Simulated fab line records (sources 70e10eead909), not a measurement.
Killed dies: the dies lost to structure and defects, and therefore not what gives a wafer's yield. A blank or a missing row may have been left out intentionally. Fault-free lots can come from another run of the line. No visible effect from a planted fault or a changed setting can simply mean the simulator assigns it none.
Matching of chambers + flow nand-harc + rie-diel-01 running NHARC_A_STAIRCASE_ETCHBACK_422: 4 sister chambers
The step etches the open film in CH3F/O2, target depth 40 nm, time 74.286 s. 4 wafers are shown with their chamber, then 7 later ones without.

== WAFERS, EACH WITH ITS CHAMBER ==
| wafer  | chamber | drypump-motor-current-A (A) |
|--------|---------|-----------------------------|
| L082.6 | 3       | 5.9                         |
| L093.3 | 0       | 5.7                         |
| L094.3 | 2       | 6.1                         |
| L094.4 | 1       | 5.4                         |

== WAFERS MISSING THEIR CHAMBER ==
| wafer  | drypump-motor-current-A (A) |
|--------|-----------------------------|
| L094.5 | 6.1                         |
| L095.1 | 5.6                         |
| L095.4 | 5.9                         |
| L095.5 | 5.7                         |
| L097.1 | 6.1                         |
| L097.4 | 5.7                         |
| L097.5 | 5.6                         |

== EACH ONE'S CHAMBER ==
| wafer  | from the rows above     | in truth |
|--------|-------------------------|----------|
| L094.5 | 2                       | 2        |
| L095.1 | can't be placed: 0 or 1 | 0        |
| L095.4 | 3                       | 3        |
| L095.5 | 0                       | 0        |
| L097.1 | 2                       | 2        |
| L097.4 | 0                       | 0        |
| L097.5 | can't be placed: 0 or 1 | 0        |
5 of 7 placed correctly. These rows do not allow placing 2 (true chamber among the candidates in 2). 0 placed wrongly.
How it was worked out, from the rows above alone: a wafer's distance from a chamber is the root of the sum, over the readings, of the square of ((its reading less the chamber's mean) divided by the reading's scatter). The wafer belongs to the nearest chamber; if the next one is less than 2 further off, it can't be placed. Each chamber's mean is taken over the wafers shown for it. The scatter: root of mean squared gap, hidden wafer to nearest shown wafer, with one shown wafer a chamber.
